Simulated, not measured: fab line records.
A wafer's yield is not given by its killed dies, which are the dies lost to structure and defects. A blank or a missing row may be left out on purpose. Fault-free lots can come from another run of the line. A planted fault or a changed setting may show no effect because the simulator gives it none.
Problem report in the 8D (eight disciplines) form, filled by code / flow n5Finfet / the parts of the form that need people (team, actions taken, sign-off) are left out

## 1. THE ISSUE
Wafers without a fault read 1500.0 rpm, standard deviation 0.86; spinSpeedRpm at N5_MOL_CONTACT_COAG_COAT_76 reads a mean of 1226.2 rpm on 6 wafers belonging to 2 lots. So: -99 or more standard deviations from the usual mean.
The step: time 60 s, resist thk 10 nm.
First observed at day 8 09:30: wafer L338.3, on lithoTrack-03. The record has a number at this step for 33 wafers belonging to 11 lots. The rule behind "out" and "out of limits": a value lying over 4 standard deviations away from the usual mean. Any other wafer with a number is counted as sound.

## 2. WHAT THIS IS AND IS NOT
question=which readings at this step | is=spinSpeedRpm | is not=heaterPowerTotalW
question=which lots | is=L338, L340 | is not=L325, L330, L332, L334, L337, L344, L345, L347, L348
question=which wafers of those lots | is=all that have a number | is not=-
question=read on which tools | is=lithoTrack-03 | is not=lithoTrack-01, lithoTrack-05
question=when | is=from day 8 09:30 | is not=up to then (15 sound wafers); but 12 sound wafers of L344, L345, L347, L348 came after

## 3. THE SUSPECTS, EACH WITH WHAT RULES IT OUT
Counting: a tool stays on the suspect list if, at a process step up to the reading, it processed all lots that are out and no sound lot following the first of them.
- aldMetal-02 at N5_MOL_CONTACT_COAG_ALD_20 (deposits TiN, target thk 1.5 nm, pulse time 1 s, purge time 3 s): ruled out as a lasting fault. Following L338 (day 7 23:40), the first lot on it that is out, the sound lots L344, L348 were run on it.
- pvdSputter-03 at N5_MOL_CONTACT_COAG_PRE_CLEAN_142 (time 60 s): ruled out as a lasting fault. Following L338 (day 8 05:50), the first lot on it that is out, the sound lots L345, L347, L348 were run on it.
- lithoTrack-03 at N5_MOL_CONTACT_COAG_COAT_76 (time 60 s, resist thk 10 nm): kept. All lots that are out passed through it, beginning with L338 at day 8 09:30, and no sound lot followed; its final sound lot before that point was L337 at day 8 04:16. Out on those wafers are its own readings of spinSpeedRpm.
Remaining after the count: lithoTrack-03 at N5_MOL_CONTACT_COAG_COAT_76.

## 4. THE CAUSE (what the simulator had put in)
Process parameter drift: lithoTrack-03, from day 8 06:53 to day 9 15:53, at N5_MOL_CONTACT_COAG_COAT_76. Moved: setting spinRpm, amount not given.
Counting left only this tool.

## 5. SEQUENCE OF EFFECTS, ordered by route
Each row: a reading where the mean over the struck wafers with a number is more than 3 standard deviations away from the usual. Readings are gone through only where the record gives a usual standard deviation; hours: the median, over the lots, of the time from a lot's start at the first step in this table giving one to that lot's start at this step; sigmas: the change measured in usual standard deviations.
hours=0; step=N5_MOL_CONTACT_COAG_COAT_76; reading=spinSpeedRpm; usual=1500.0 rpm; on struck wafers=1226.2; change=-273.8; sigmas=-99 or more
hours=1; step=N5_MOL_CONTACT_COAG_ETCH_90; reading=etchRfOnTimeS; usual=21.4 s; on struck wafers=23.7; change=+2.3; sigmas=+4.3
Process steps it contains:
- N5_MOL_CONTACT_COAG_COAT_76: time 60 s, resist thk 10 nm.
- N5_MOL_CONTACT_COAG_ETCH_90: etches SiARC in CF4, target depth 13 nm, time 21.7 s.
Later steps that measure or inspect, where all struck wafers having a row at the step show a number for every such reading and not one has moved that far: N5_MOL_CONTACT_COAG_OVL_MEAS_85.

## 6. HOW IT WOULD HAVE BEEN CAUGHT EARLIER
3 hours passed between the start of the fault at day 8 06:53 and the first reading out of limits in this record, taken at day 8 09:30.
